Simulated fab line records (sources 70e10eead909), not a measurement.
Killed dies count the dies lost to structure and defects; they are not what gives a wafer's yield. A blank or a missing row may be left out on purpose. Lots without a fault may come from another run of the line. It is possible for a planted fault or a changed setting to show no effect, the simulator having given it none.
Which tool was responsible? ; flow nand harc ; 11 lots with 33 wafers sampled at 5 steps, on a route of 1302 steps

## WHAT EACH GAUGE READ, for each wafer
NHARC_END_WLT_00.
lot;measured;on;VT_DECK1_BOTTOM;VT_DECK1_BOTTOM_INNER;VT_DECK1_MEDIAN_NEAR_BOTTOM;VT_DECK1_MEDIAN_NEAR_BOTTOM_INNER;VT_DECK1_MIDDLE;VT_DECK1_MIDDLE_INNER;VT_DECK1_TOP;VT_DECK1_TOP_INNER;VT_DECK2_BOTTOM;VT_DECK2_BOTTOM_INNER;VT_DECK2_MEDIAN_NEAR_BOTTOM;VT_DECK2_MEDIAN_NEAR_BOTTOM_INNER;VT_DECK2_MIDDLE;VT_DECK2_MIDDLE_INNER;VT_DECK2_TOP;VT_DECK2_TOP_INNER
L794;day 24 09:07;prober-02;0.860 0.863 0.867;0.867 0.880 0.878;0.868 0.877 0.874;0.864 0.869 0.875;0.881 0.886 0.886;0.883 0.888 0.882;0.895 0.906 0.899;0.897 0.894 0.900;0.868 0.865 0.865;0.870 0.867 0.864;0.869 0.870 0.868;0.874 0.866 0.872;0.889 0.881 0.873;0.880 0.881 0.887;0.888 0.893 0.890;0.889 0.889 0.893
L795;day 24 15:50;prober-02;0.861 0.863 0.864;0.870 0.863 0.865;0.867 0.871 0.861;0.864 0.864 0.868;0.871 0.875 0.876;0.875 0.875 0.879;0.886 0.887 0.892;0.892 0.893 0.890;0.863 0.860 0.877;0.859 0.858 0.860;0.863 0.859 0.876;0.865 0.870 0.866;0.882 0.881 0.876;0.880 0.882 0.868;0.885 0.889 0.890;0.890 0.900 0.891
L798;day 26 02:13;prober-02;0.870 0.868 0.881;0.866 0.865 0.877;0.859 0.870 0.869;0.866 0.870 0.872;0.883 0.881 0.889;0.887 0.877 0.883;0.902 0.901 0.898;0.894 0.897 0.901;0.863 0.870 0.865;0.863 0.865 0.864;0.863 0.858 0.860;0.869 0.858 0.870;0.878 0.873 0.871;0.873 0.872 0.876;0.887 0.889 0.883;0.896 0.880 0.889
L802;day 27 03:37;prober-02;0.868 0.870 0.871;0.871 0.867 0.864;0.873 0.872 0.875;0.874 0.862 0.875;0.881 0.883 0.875;0.883 0.887 0.887;0.895 0.889 0.891;0.896 0.892 0.891;0.877 0.881 0.887;0.882 0.866 0.880;0.880 0.877 0.875;0.883 0.885 0.874;0.888 0.892 0.883;0.895 0.895 0.897;0.904 0.897 0.897;0.891 0.900 0.905
L803;day 27 17:30;prober-02;0.867 0.877 0.873;0.870 0.882 0.873;0.867 0.865 0.872;0.878 0.872 0.864;0.884 0.884 0.885;0.885 0.883 0.880;0.899 0.889 0.894;0.895 0.892 0.891;0.870 0.871 0.870;0.883 0.867 0.877;0.879 0.875 0.878;0.875 0.863 0.874;0.885 0.887 0.891;0.892 0.882 0.895;0.901 0.893 0.895;0.908 0.893 0.912
L805;day 28 13:39;prober-02;0.867 0.879 0.874;0.867 0.868 0.865;0.876 0.870 0.868;0.873 0.871 0.868;0.884 0.884 0.881;0.875 0.873 0.881;0.893 0.890 0.896;0.892 0.900 0.901;0.885 0.882 0.892;0.893 0.885 0.886;0.876 0.888 0.887;0.889 0.888 0.882;0.892 0.903 0.900;0.895 0.891 0.895;0.907 0.909 0.908;0.904 0.916 0.908
L808;day 30 06:08;prober-01;0.869 0.871 0.882;0.870 0.885 0.867;0.881 0.870 0.882;0.873 0.880 0.881;0.885 0.891 0.898;0.883 0.889 0.885;0.900 0.904 0.904;0.892 0.903 0.899;0.877 0.872 0.868;0.877 0.876 0.874;0.881 0.882 0.868;0.872 0.866 0.870;0.883 0.885 0.879;0.880 0.891 0.883;0.886 0.896 0.895;0.892 0.899 0.905
L813;day 31 17:43;prober-01;0.879 0.877 0.876;0.873 0.871 0.877;0.873 0.873 0.882;0.880 0.875 0.887;0.893 0.897 0.888;0.892 0.887 0.891;0.901 0.907 0.901;0.905 0.904 0.909;0.871 0.867 0.877;0.871 0.874 0.876;0.873 0.876 0.873;0.880 0.873 0.878;0.886 0.885 0.898;0.879 0.884 0.882;0.901 0.895 0.898;0.894 0.897 0.895
L815;day 33 07:47;prober-02;0.879 0.885 0.882;0.884 0.876 0.879;0.887 0.881 0.888;0.891 0.889 0.885;0.899 0.895 0.892;0.894 0.894 0.901;0.912 0.911 0.905;0.907 0.904 0.904;0.872 0.871 0.878;0.874 0.859 0.865;0.874 0.867 0.865;0.869 0.868 0.871;0.891 0.885 0.886;0.888 0.885 0.884;0.896 0.896 0.893;0.897 0.895 0.897
L817;day 34 09:20;prober-02;0.880 0.886 0.882;0.875 0.876 0.878;0.872 0.880 0.889;0.876 0.881 0.878;0.887 0.893 0.882;0.890 0.900 0.888;0.903 0.905 0.904;0.893 0.904 0.897;0.867 0.880 0.880;0.872 0.881 0.870;0.874 0.880 0.867;0.879 0.877 0.880;0.888 0.892 0.894;0.891 0.890 0.888;0.895 0.902 0.895;0.902 0.894 0.896
L816;day 35 05:08;prober-01;0.870 0.865 0.869;0.869 0.865 0.871;0.871 0.868 0.874;0.870 0.876 0.869;0.884 0.875 0.886;0.880 0.882 0.888;0.901 0.894 0.894;0.890 0.902 0.898;0.863 0.859 0.848;0.868 0.861 0.858;0.864 0.867 0.860;0.868 0.868 0.863;0.878 0.872 0.869;0.880 0.873 0.879;0.892 0.889 0.892;0.883 0.895 0.888

NHARC_END_SORT_01.
lot;measured;on;killed at array;killed at other;killed at periphery;killed dies;killed open;killed short
L813;day 31 21:01;prober-01;78 62 121;0 0 0;3 7 8;81 69 129;2 4 1;3 1 1

## EACH LOT AND THE TOOL THAT RAN IT (in order: tool; ch and the chambers of the sampled wafers; start)
lot;NHARC_A_CONTACT_ETCH_115;NHARC_THIN_TSV_DEP_47;NHARC_THIN_TSV_STRIP_56
L794;har cap etch-02 ch 0,1, day 21 18:25;pecvd-01 ch 0,1,2, day 23 21:41;plasma asher-01 ch 0,1, day 24 02:23
L795;har cap etch-03 ch 0,1, day 21 23:48;pecvd-02 ch 1,2, day 24 05:16;plasma asher-02 ch 0, day 24 09:59
L798;har cap etch-03 ch 0,1, day 23 08:28;pecvd-03 ch 0,1, day 25 16:57;plasma asher-01 ch 0,1, day 25 21:43
L802;har cap etch-02 ch 0,1, day 24 12:41;pecvd-03 ch 0,1, day 26 17:22;plasma asher-01 ch 0, day 26 22:07
L803;har cap etch-02 ch 0,1, day 25 02:53;pecvd-02 ch 0,1, day 27 07:31;plasma asher-01 ch 0, day 27 12:03
L805;har cap etch-02 ch 0,1, day 25 17:42;pecvd-01 ch 0,1,2, day 28 04:51;plasma asher-01 ch 0,1, day 28 09:34
L808;har cap etch-02 ch 0,1, day 27 15:05;pecvd-01 ch 1,2, day 29 20:47;plasma asher-02 ch 1, day 30 01:53
L813;har cap etch-02 ch 0,1, day 29 01:17;pecvd-01 ch 1,2, day 31 09:08;plasma asher-02 ch 0,1, day 31 14:14
L815;har cap etch-03 ch 0,1, day 30 11:19;pecvd-02 ch 0,1,2, day 32 21:14;plasma asher-01 ch 0, day 33 01:51
L817;har cap etch-03 ch 0,1, day 31 04:25;pecvd-02 ch 1,2, day 33 22:38;plasma asher-01 ch 0,1, day 34 03:23
L816;har cap etch-01 ch 0,1, day 32 01:03;pecvd-03 ch 0,1,2, day 34 17:20;plasma asher-02 ch 0,1, day 34 22:02
- NHARC_A_CONTACT_ETCH_115: etches the open film in C4F8/O2/Ar, time 190 s, target depth 1850 nm.
- NHARC_THIN_TSV_DEP_47: deposits SiO2, target thk 200 nm.
- NHARC_THIN_TSV_STRIP_56: strips in O2.

## AS READ BY THE TOOLS THEMSELVES (means over the sampled wafers that have a number; for cases with no such wafer, the mark the record gives instead)
NHARC_A_CONTACT_ETCH_115.
lot;tool;oes air line au (a.u.)
L794;har cap etch-02;0.996
L795;har cap etch-03;0.978
L798;har cap etch-03;0.993
L802;har cap etch-02;1.015
L803;har cap etch-02;0.988
L805;har cap etch-02;1.001
L808;har cap etch-02;0.987
L813;har cap etch-02;0.994
L815;har cap etch-03;0.986
L817;har cap etch-03;1.021
L816;har cap etch-01;0.986

NHARC_THIN_TSV_DEP_47.
lot;tool;throttle valve pct (%)
L794;pecvd-01;15.7
L795;pecvd-02;16.0
L798;pecvd-03;15.8
L802;pecvd-03;16.6
L803;pecvd-02;16.3
L805;pecvd-01;15.9
L808;pecvd-01;15.7
L813;pecvd-01;16.1
L815;pecvd-02;16.3
L817;pecvd-02;15.7
L816;pecvd-03;15.9

NHARC_THIN_TSV_STRIP_56.
lot;tool;drypump motor current A (A);heater power w (W);temp c (C)
L794;plasma asher-01;6.0;337;250.17
L795;plasma asher-02;6.2;417;250.21
L798;plasma asher-01;5.4;326;250.00
L802;plasma asher-01;5.0;308;250.22
L803;plasma asher-01;4.9;315;250.15
L805;plasma asher-01;5.4;330;250.17
L808;plasma asher-02;5.9;293;250.09
L813;plasma asher-02;6.0;336;250.15
L815;plasma asher-01;4.9;320;250.02
L817;plasma asher-01;6.0;343;250.17
L816;plasma asher-02;6.1;368;250.00

## THE ANSWER, worked out from the rows above alone
Rule: usual is defined by the lots themselves. Put in order of their means at a reading, lots are off if they are a third of the lots or fewer, leave a main group of 4 or more, and stand apart from it by a gap of 3 or more times the standard deviation of the main group's means; of several such gaps the widest counts. A main group whose means are all the same, to the digits that the tables above print for the reading, isn't used. Also off: a lot with no number at a reading for which 4 or more lots have one. Where the step has rows for the other lots, those lots are counted as sound. After the gauges, taken in route order, come the tools' own readings; for these a lot's mean is taken, as printed above. The first step at which some lot is off is used, and at that step the reading that is off furthest; a lot without a number counts as furthest.
Nothing can be told from this: no lot is off at any reading shown.

## WHAT HAD BEEN PUT IN BY THE SIMULATOR
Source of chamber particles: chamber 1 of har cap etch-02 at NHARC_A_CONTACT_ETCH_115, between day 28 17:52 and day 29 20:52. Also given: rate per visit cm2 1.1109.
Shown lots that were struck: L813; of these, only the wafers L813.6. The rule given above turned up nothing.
